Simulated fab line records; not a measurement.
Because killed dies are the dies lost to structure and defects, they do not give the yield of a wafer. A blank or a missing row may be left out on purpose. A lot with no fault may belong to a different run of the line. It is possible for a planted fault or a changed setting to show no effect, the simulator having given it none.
Code-filled problem report in 8D (eight disciplines) form    flow n5_finfet    the parts of the form that need people (team, actions taken, sign-off) are left out

1. THE ISSUE
rf_fwd_power_W at N5_FIN_SAQP_MANDREL_ETCH_58 reads a mean of 315.5 W on 6 wafers of 2 lots; wafers without a fault read 794.3 W with a standard deviation of 2.8. That is -99 or more standard deviations from the usual mean.
The step: etches a-Si in HBr/Cl2, stops on SiNx, target depth 45 nm, bt time 10 s, time 27 s.
Earliest sighting: wafer L664.2 on rie_si-03 at day 6 12:19. The record has a number at this step for 30 wafers belonging to 10 lots. The rule behind "out" and "out of limits": a value lying over 4 standard deviations away from the usual mean. The rest of the wafers with a number are treated as sound.

2. WHAT THIS IS AND IS NOT
question                     is                      is not
which readings at this step  rf_fwd_power_W          drypump_motor_current_A, oes_product_au, throttle_valve_pct
which lots                   L664, L665              L646, L647, L653, L655, L658, L659, L660, L669
which wafers of those lots   all that have a number  -
read on which tools          rie_si-03               rie_si-01, rie_si-02
when                         from day 6 12:19        up to then (21 sound wafers); but 3 sound wafers of L669 came after

3. SUSPECTS, AND WHAT RULES EACH OUT
Counting: a tool at any process step up to the reading remains a suspect when it ran all the lots that are out and ran no sound lot after the first of those.
- ald_sin-04 at N5_FIN_SAQP_SPACER1_ALD_24 (deposits SiO2, target thk 20.3 nm, pulse time 1 s, purge time 2 s): kept. It ran every lot that is out, first L664 (day 6 11:13), and no sound lot after that.
- rie_si-03 at N5_FIN_SAQP_MANDREL_ETCH_58 (etches a-Si in HBr/Cl2, stops on SiNx, target depth 45 nm, bt time 10 s, time 27 s): kept. It ran every lot that is out, first L664 (day 6 12:19), and no sound lot after that; its last sound lot up to then is L659 (day 5 07:19). Its own readings are out on those wafers: rf_fwd_power_W.
Remaining after the count are ald_sin-04 at N5_FIN_SAQP_SPACER1_ALD_24 and rie_si-03 at N5_FIN_SAQP_MANDREL_ETCH_58.

4. THE CAUSE (what the simulator had put in)
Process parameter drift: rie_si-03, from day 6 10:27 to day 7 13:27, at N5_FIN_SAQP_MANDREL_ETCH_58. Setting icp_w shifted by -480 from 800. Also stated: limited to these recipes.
This tool is one of the 2 suspects left after counting.

5. THE CHAIN OF EFFECTS, in route order
Rows list readings where the struck wafers' mean (over those with a number) sits beyond 3 standard deviations from the usual. Scope: only readings with a usual standard deviation given in the record; hours: median across lots of the time from each lot's start at the first step in this table that gives one to its start at this step; sigmas: change in usual standard deviations.
hours  step                         reading         usual    on struck wafers  change  sigmas
0      N5_FIN_SAQP_MANDREL_ETCH_58  rf_fwd_power_W  794.3 W  315.5             -478.8  -99 or more
Its process steps:
- N5_FIN_SAQP_MANDREL_ETCH_58: etches a-Si in HBr/Cl2, stops on SiNx, target depth 45 nm, bt time 10 s, time 27 s.

6. HOW IT WOULD HAVE BEEN CAUGHT EARLIER
First out-of-limits reading in this record: day 6 12:19, which is 2 hours after fault onset at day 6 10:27.
